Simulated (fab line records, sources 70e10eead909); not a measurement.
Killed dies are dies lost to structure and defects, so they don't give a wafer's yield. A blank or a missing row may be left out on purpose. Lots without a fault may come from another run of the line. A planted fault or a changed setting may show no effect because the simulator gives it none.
Which tool did it? | flow nand_harc | 24 lots, 72 wafers sampled, at 4 steps of a route of 1159

WHAT THE GAUGES READ, wafer by wafer
NHARC_P_M2_CD_MEAS_16. Usual: cd_nm 170.0 nm, standard deviation 0.74.
lot  | measured     | on        | cd_nm (nm)        | flag
L074 | day 6 01:31  | cd_sem-02 | 169.8 170.6 169.9 |
L075 | day 6 17:02  | cd_sem-02 | 169.6 171.5 170.6 |
L076 | day 6 23:24  | cd_sem-01 | 170.7 169.4 170.0 |
L079 | day 7 13:01  | cd_sem-01 | 170.9 169.6 170.6 |
L077 | day 7 14:38  | cd_sem-01 | 169.2 169.6 169.9 |
L078 | day 7 15:30  | cd_sem-01 | 170.3 170.7 168.9 |
L081 | day 8 03:10  | cd_sem-03 | 169.8 169.7 169.5 |
L080 | day 8 04:43  | cd_sem-03 | 169.7 170.8 169.5 |
L083 | day 8 14:40  | cd_sem-02 | 170.1 171.0 169.5 |
L082 | day 8 14:54  | cd_sem-03 | 170.8 169.7 170.4 |
L086 | day 10 12:35 | cd_sem-03 | 169.7 169.4 169.0 |
L084 | day 10 13:35 | cd_sem-01 | 170.2 170.8 169.1 |
L085 | day 10 17:01 | cd_sem-03 | 169.3 171.0 169.1 |
L087 | day 10 17:16 | cd_sem-01 | 169.8 169.1 169.6 |
L088 | day 10 18:12 | cd_sem-03 | 170.2 168.6 169.7 |
L091 | day 10 18:33 | cd_sem-03 | 170.1 169.4 169.9 |
L089 | day 11 01:09 | cd_sem-02 | 169.7 170.2 170.4 |
L092 | day 11 01:54 | cd_sem-02 | 170.3 169.9 171.0 |
L090 | day 11 03:26 | cd_sem-02 | 171.1 169.9 169.1 |
L094 | day 11 06:23 | cd_sem-02 | 170.2 169.8 170.2 |
L093 | day 11 07:16 | cd_sem-01 | 169.8 170.2 170.8 |
L095 | day 11 08:21 | cd_sem-02 | 171.4 170.6 170.9 |
L096 | day 11 09:32 | cd_sem-02 | 169.7 169.9 168.8 |
L097 | day 11 23:46 | cd_sem-01 | 170.7 169.7 169.9 |

NHARC_P_M2_INSPECT_27. Usual: raw_defect_count 344, standard deviation 150.
lot  | measured     | on                | raw_defect_count | flag
L074 | day 6 03:47  | defect_inspect-02 | 288 289 223      |
L075 | day 6 19:19  | defect_inspect-02 | 426 406 338      |
L076 | day 7 01:40  | defect_inspect-02 | 501 517 326      |
L079 | day 7 15:17  | defect_inspect-02 | 202 309 188      |
L077 | day 7 16:55  | defect_inspect-02 | 477 442 247      |
L078 | day 7 17:47  | defect_inspect-02 | 301 301 271      |
L081 | day 8 05:32  | defect_inspect-02 | 273 443 305      |
L080 | day 8 06:59  | defect_inspect-02 | 243 92 130       |
L083 | day 8 16:59  | defect_inspect-02 | 200 215 216      |
L082 | day 8 17:17  | defect_inspect-01 | 242 482 347      |
L086 | day 10 14:51 | defect_inspect-01 | 409 417 591      |
L084 | day 10 15:52 | defect_inspect-01 | 623 577 356      |
L085 | day 10 19:16 | defect_inspect-01 | 405 240 261      |
L087 | day 10 19:40 | defect_inspect-02 | 481 520 919      |
L088 | day 10 20:38 | defect_inspect-02 | 166 153 149      |
L091 | day 10 21:00 | defect_inspect-02 | 370 536 370      |
L089 | day 11 03:29 | defect_inspect-02 | 280 315 339      |
L092 | day 11 04:19 | defect_inspect-02 | 328 330 390      |
L090 | day 11 05:45 | defect_inspect-01 | 265 249 292      |
L094 | day 11 08:43 | defect_inspect-02 | 442 295 241      |
L093 | day 11 09:34 | defect_inspect-02 | 171 236 282      |
L095 | day 11 10:53 | defect_inspect-01 | 325 262 334      |
L096 | day 11 11:58 | defect_inspect-01 | 488 736 484      |
L097 | day 12 02:07 | defect_inspect-02 | 240 230 305      |

WHICH TOOL RAN EACH LOT (tool, then ch and the chambers of the sampled wafers, then the start)
lot  | NHARC_P_M1_DEP_33               | NHARC_P_M2_CMP_23
L074 | pecvd-04 ch 1,2, day 5 23:50    | cmp-04 ch 2,3, day 6 03:20
L075 | pecvd-02 ch 1,2, day 6 15:19    | cmp-02 ch 0,2,3, day 6 18:54
L076 | pecvd-03 ch 0,1,2, day 6 21:45  | cmp-03 ch 0,2,3, day 7 01:11
L079 | pecvd-03 ch 0,1,2, day 7 11:17  | cmp-02 ch 1,2,3, day 7 14:53
L077 | pecvd-04 ch 1,2, day 7 12:25    | cmp-03 ch 0,1, day 7 16:27
L078 | pecvd-04 ch 0,1,2, day 7 13:24  | cmp-03 ch 1,2,3, day 7 17:23
L081 | pecvd-02 ch 0,2, day 8 01:26    | cmp-04 ch 0,2,3, day 8 05:05
L080 | pecvd-02 ch 0,2, day 8 02:51    | cmp-03 ch 2,3, day 8 06:31
L083 | pecvd-02 ch 0,1,2, day 8 12:57  | cmp-04 ch 2,3, day 8 16:31
L082 | pecvd-03 ch 1,2, day 8 13:08    | cmp-03 ch 0,1,3, day 8 16:52
L086 | pecvd-02 ch 0,1,2, day 10 10:59 | cmp-03 ch 1,2,3, day 10 14:22
L084 | pecvd-03 ch 0,1,2, day 10 11:50 | cmp-03 ch 1,3, day 10 15:23
L085 | pecvd-04 ch 0,1, day 10 15:16   | cmp-04 ch 1,2,3, day 10 18:48
L087 | pecvd-03 ch 0,2, day 10 15:35   | cmp-04 ch 0,1,3, day 10 19:11
L088 | pecvd-04 ch 0,2, day 10 16:29   | cmp-03 ch 0,1,3, day 10 20:13
L091 | pecvd-02 ch 0,2, day 10 16:52   | cmp-04 ch 0,1,3, day 10 20:28
L089 | pecvd-02 ch 1,2, day 10 23:35   | cmp-03 ch 0,2,3, day 11 03:02
L092 | pecvd-02 ch 1,2, day 11 00:16   | cmp-03 ch 0,1, day 11 03:52
L090 | pecvd-02 ch 0,1,2, day 11 01:40 | cmp-04 ch 1,3, day 11 05:17
L094 | pecvd-03 ch 0,1,2, day 11 04:46 | cmp-02 ch 0,1,2, day 11 08:11
L093 | pecvd-02 ch 0,1, day 11 05:34   | cmp-04 ch 0,1,2, day 11 09:06
L095 | pecvd-04 ch 1,2, day 11 06:37   | cmp-04 ch 0,1,2, day 11 10:27
L096 | pecvd-04 ch 0,1,2, day 11 07:51 | cmp-02 ch 1,2,3, day 11 11:29
L097 | pecvd-04 ch 0,2, day 11 21:57   | cmp-04 ch 1,2, day 12 01:38
- NHARC_P_M1_DEP_33: deposits SiCN, target thk 30 nm.
- NHARC_P_M2_CMP_23: polishes, t overpolish 20 s, target thk 144.3 nm.

WHAT THE TOOLS THEMSELVES READ (means of the sampled wafers that have a number; where no wafer has one, the mark that the record gives instead)
NHARC_P_M1_DEP_33. Usual: chamber_pressure_Torr 3.000 Torr, standard deviation 0.0074; heater_power_w 549 W, standard deviation 84; susceptor_temp_C 370.01 C, standard deviation 0.22.
lot  | tool     | chamber_pressure_Torr (Torr) | heater_power_w (W) | susceptor_temp_C (C) | flag
L074 | pecvd-04 | 3.000                        | 554                | 370.05               |
L075 | pecvd-02 | 2.993                        | 528                | 370.16               |
L076 | pecvd-03 | 3.001                        | 611                | 369.96               |
L079 | pecvd-03 | 2.997                        | 669                | 369.96               |
L077 | pecvd-04 | 2.998                        | 538                | 370.02               |
L078 | pecvd-04 | 3.002                        | 484                | 369.97               |
L081 | pecvd-02 | 2.994                        | 566                | 370.31               |
L080 | pecvd-02 | 2.995                        | 625                | 370.08               |
L083 | pecvd-02 | 3.000                        | 509                | 369.98               |
L082 | pecvd-03 | 2.983                        | 658                | 369.90               |
L086 | pecvd-02 | 2.998                        | 518                | 369.80               |
L084 | pecvd-03 | 3.002                        | 624                | 370.02               |
L085 | pecvd-04 | 3.005                        | 480                | 369.95               |
L087 | pecvd-03 | 3.002                        | 660                | 370.08               |
L088 | pecvd-04 | 3.004                        | 505                | 370.07               |
L091 | pecvd-02 | 3.001                        | 526                | 370.02               |
L089 | pecvd-02 | 2.994                        | 564                | 370.02               |
L092 | pecvd-02 | 3.000                        | 578                | 370.19               |
L090 | pecvd-02 | 3.000                        | 542                | 370.14               |
L094 | pecvd-03 | 2.996                        | 620                | 370.03               |
L093 | pecvd-02 | 2.999                        | 511                | 370.08               |
L095 | pecvd-04 | 2.992                        | 574                | 370.15               |
L096 | pecvd-04 | 3.003                        | 505                | 369.79               |
L097 | pecvd-04 | 2.994                        | 499                | 370.16               |

NHARC_P_M2_CMP_23. Usual: motor_current_A 11.7 A, standard deviation 1.3; slurry_flow_ml_min 150.0, standard deviation 0.43; time_to_endpoint_s 28.4 s, standard deviation 2.6.
lot  | tool   | motor_current_A (A) | slurry_flow_ml_min | time_to_endpoint_s (s) | flag
L074 | cmp-04 | 13.0                | 149.9              | 26.8                   |
L075 | cmp-02 | 11.5                | 150.5              | 26.8                   |
L076 | cmp-03 | 11.0                | 150.3              | 28.1                   |
L079 | cmp-02 | 11.9                | 150.1              | 27.0                   |
L077 | cmp-03 | 10.3                | 150.3              | 25.6                   |
L078 | cmp-03 | 11.3                | 150.0              | 24.3                   |
L081 | cmp-04 | 12.9                | 150.0              | 30.9                   |
L080 | cmp-03 | 11.3                | 150.4              | 27.6                   |
L083 | cmp-04 | 13.2                | 150.2              | 30.1                   |
L082 | cmp-03 | 10.7                | 149.8              | 29.5                   |
L086 | cmp-03 | 11.3                | 149.9              | 28.5                   |
L084 | cmp-03 | 11.0                | 149.8              | 29.4                   |
L085 | cmp-04 | 12.5                | 150.1              | 28.7                   |
L087 | cmp-04 | 12.5                | 150.0              | 28.8                   |
L088 | cmp-03 | 10.6                | 150.2              | 27.4                   |
L091 | cmp-04 | 12.6                | 149.9              | 28.3                   |
L089 | cmp-03 | 10.8                | 150.1              | 29.8                   |
L092 | cmp-03 | 10.2                | 149.7              | 29.1                   |
L090 | cmp-04 | 12.6                | 149.6              | 27.8                   |
L094 | cmp-02 | 13.2                | 150.4              | 28.5                   |
L093 | cmp-04 | 11.6                | 150.0              | 30.2                   |
L095 | cmp-04 | 12.0                | 150.1              | 29.7                   |
L096 | cmp-02 | 12.1                | 150.1              | 25.9                   |
L097 | cmp-04 | 12.4                | 149.8              | 29.3                   |

THE ANSWER, worked out from the rows above alone
Rule: a lot is off if the mean of its wafers that have a number lies more than 3 standard deviations from the usual mean. A lot without any number at a reading at which 4 lots or more have one is off too. The other lots that the step has rows for count as sound. The gauges are gone through in route order, then the tools' own readings, and for those a lot's mean is taken as printed above. The first step at which some lot is off is used, and at that step the reading that is off furthest; a lot without a number counts as furthest.
No lot is off at any reading shown: from this, nothing can be told.

WHAT THE SIMULATOR HAD PUT IN
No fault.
